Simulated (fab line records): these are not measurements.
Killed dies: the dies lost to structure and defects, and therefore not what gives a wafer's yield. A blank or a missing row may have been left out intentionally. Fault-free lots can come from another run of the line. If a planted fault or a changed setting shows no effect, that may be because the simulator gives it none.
Chamber matching -- flow nand harc -- NHARC_A_ZERO_WELL_ETCH_13 on rie si-03 has 4 sister chambers
The step etches the open film in HBr/Cl2, target depth 120 nm, time 40.1 s. 4 wafers are shown with their chamber, then 8 later ones without.

WAFERS WITH THEIR CHAMBER
wafer,chamber,drypump motor current A (A)
L078.1,0,5.1
L083.2,2,6.2
L083.6,3,4.9
L089.2,1,5.0

WAFERS WITH NO CHAMBER GIVEN
wafer,drypump motor current A (A)
L089.4,5.2
L089.5,5.0
L091.1,5.0
L091.4,6.3
L091.5,5.0
L096.2,6.2
L096.3,5.1
L096.5,6.3

EACH ONE'S CHAMBER
wafer,from the rows above,in truth
L089.4,can't be placed: 0 or 1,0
L089.5,can't be placed: 1 or 0 or 3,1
L091.1,can't be placed: 1 or 0 or 3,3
L091.4,2,2
L091.5,can't be placed: 1 or 0 or 3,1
L096.2,2,2
L096.3,can't be placed: 0 or 1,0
L096.5,2,2
Correct placement for 3 of the 8. Not placeable from these rows: 5 (in 5, the candidates include the true chamber). Number placed wrongly: 0.
How it was worked out, from the rows above alone: a wafer's distance from a chamber is the root of the sum, over the readings, of the square of ((its reading less the chamber's mean) divided by the reading's scatter). The wafer belongs to the nearest chamber; if the next one is less than 2 further off, it can't be placed. Each chamber's mean is taken over the wafers shown for it. The scatter (one wafer shown for each chamber): square how far every hidden wafer sits from the nearest shown wafer, average those squares and take the square root.
